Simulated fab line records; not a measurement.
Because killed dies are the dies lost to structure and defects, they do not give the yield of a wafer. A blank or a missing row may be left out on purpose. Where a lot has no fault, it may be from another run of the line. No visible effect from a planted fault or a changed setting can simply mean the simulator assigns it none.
Matching of chambers	flow n5Finfet	4 sister chambers for N5_FIN_SAQP_ETCH_65 on rieSi-06
The step etches SiO2 in CF4, target depth 4 nm, time 4.4 s. 16 wafers are shown with their chamber, then 8 later ones without.

== WAFERS, EACH WITH ITS CHAMBER ==
wafer	chamber	throttleValvePct (%)	heBacksideLeakSccm (sccm)	oesProductAu (a.u.)
L075.1	0	22.12	3.1	1.000
L075.2	1	21.39	2.5	1.041
L075.3	3	21.93	3.4	0.979
L077.2	3	21.92	3.2	0.984
L077.3	2	22.06	2.4	1.029
L077.5	3	21.91	3.1	0.985
L079.1	3	21.90	3.1	0.985
L079.4	2	22.07	2.4	1.016
L079.6	3	21.91	3.0	0.986
L080.4	0	22.12	2.9	1.006
L080.5	3	21.93	3.3	0.983
L080.6	0	22.11	2.9	1.014
L081.3	0	22.11	3.1	1.018
L081.4	3	21.92	3.2	0.986
L081.5	2	22.05	2.4	1.026
L085.1	3	21.92	3.2	0.993

SIGNATURES (means of the wafers above)
reading	chamber 0	chamber 1	chamber 2	chamber 3	scatter within a chamber
throttleValvePct	22.1150	21.3900	22.0600	21.9175	0.00935
heBacksideLeakSccm	3.000	2.500	2.400	3.188	0.111
oesProductAu	1.00950	1.04100	1.02367	0.98513	0.00573
Rule: distance of a wafer from a chamber = root of the sum over the readings of ((wafer's reading minus chamber's mean) / reading's scatter) squared. If the next closest chamber is less than 2 further off than the closest, the wafer can't be placed; otherwise it belongs to the closest. How the scatter is found: for the shown wafers, subtract from each reading the mean of its chamber, square and add these, divide the total by (wafers less chambers), then take the root.

== WAFERS WHOSE CHAMBER IS MISSING ==
wafer	throttleValvePct (%)	heBacksideLeakSccm (sccm)	oesProductAu (a.u.)
L085.5	21.37	2.5	1.043
L085.6	22.11	3.0	0.991
L088.1	21.38	2.5	1.047
L088.4	21.93	3.3	0.980
L088.5	21.39	2.5	1.035
L089.1	21.94	3.1	0.994
L089.3	22.11	3.0	0.996
L089.4	21.38	2.6	1.048

== WHICH CHAMBER EACH WENT THROUGH ==
wafer	from the rows above	in truth
L085.5	1	1
L085.6	0	0
L088.1	1	1
L088.4	3	3
L088.5	1	1
L089.1	3	3
L089.3	0	0
L089.4	1	1
Correct placement for 8 of the 8. Left unplaced by these rows: 0. 0 placed wrongly.
